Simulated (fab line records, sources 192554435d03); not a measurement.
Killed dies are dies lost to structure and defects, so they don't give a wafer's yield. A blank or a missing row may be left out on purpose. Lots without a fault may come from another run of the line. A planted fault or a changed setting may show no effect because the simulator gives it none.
Chamber matching | flow n5_finfet | N5_BEOL_M4_ALD_84 on ald_metal-04: 4 sister chambers
The step deposits TaN, pulse time 2 s, purge time 3 s, co reactant purge time 2 s. 14 wafers are shown with their chamber, then 7 later ones without.

WAFERS WITH THEIR CHAMBER
wafer  | chamber | heater_power_w (W) | chamber_pressure_Torr (Torr)
L074.1 | 0       | 393                | 2.996
L074.4 | 2       | 478                | 3.003
L074.5 | 3       | 371                | 3.003
L076.1 | 1       | 458                | 3.006
L076.3 | 2       | 494                | 3.002
L076.5 | 2       | 491                | 3.002
L079.2 | 3       | 358                | 2.997
L079.4 | 0       | 385                | 2.996
L079.6 | 3       | 375                | 2.990
L081.1 | 1       | 475                | 2.990
L081.2 | 3       | 371                | 3.001
L081.5 | 3       | 372                | 3.003
L082.2 | 1       | 475                | 3.016
L082.4 | 3       | 367                | 3.007

SIGNATURES (means of the wafers above)
reading               | chamber 0 | chamber 1 | chamber 2 | chamber 3 | scatter within a chamber
heater_power_w        | 389.00    | 469.33    | 487.67    | 369.00    | 7.4
chamber_pressure_Torr | 2.99600   | 3.00400   | 3.00233   | 3.00017   | 0.00722
Rule: a wafer's distance from a chamber is the root of the sum, over the readings, of the square of ((its reading less the chamber's mean) divided by the reading's scatter). The wafer belongs to the nearest chamber; if the next one is less than 2 further off, it can't be placed. The scatter: the root of (the sum of the squares of (reading less its chamber's mean) over the shown wafers, divided by (wafers less chambers)).

WAFERS WITHOUT THEIR CHAMBER
wafer  | heater_power_w (W) | chamber_pressure_Torr (Torr)
L082.5 | 391                | 3.001
L084.1 | 391                | 3.010
L084.4 | 462                | 3.006
L084.5 | 491                | 3.007
L088.1 | 359                | 2.994
L088.2 | 381                | 2.994
L088.3 | 463                | 3.000

WHICH CHAMBER EACH WENT THROUGH
wafer  | from the rows above     | in truth
L082.5 | 0                       | 0
L084.1 | can't be placed: 0 or 3 | 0
L084.4 | 1                       | 1
L084.5 | 2                       | 2
L088.1 | 3                       | 3
L088.2 | can't be placed: 0 or 3 | 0
L088.3 | 1                       | 1
Placed correctly: 5 of 7. Can't be placed from these rows: 2 (the true chamber is among the candidates in 2). Placed wrongly: 0.
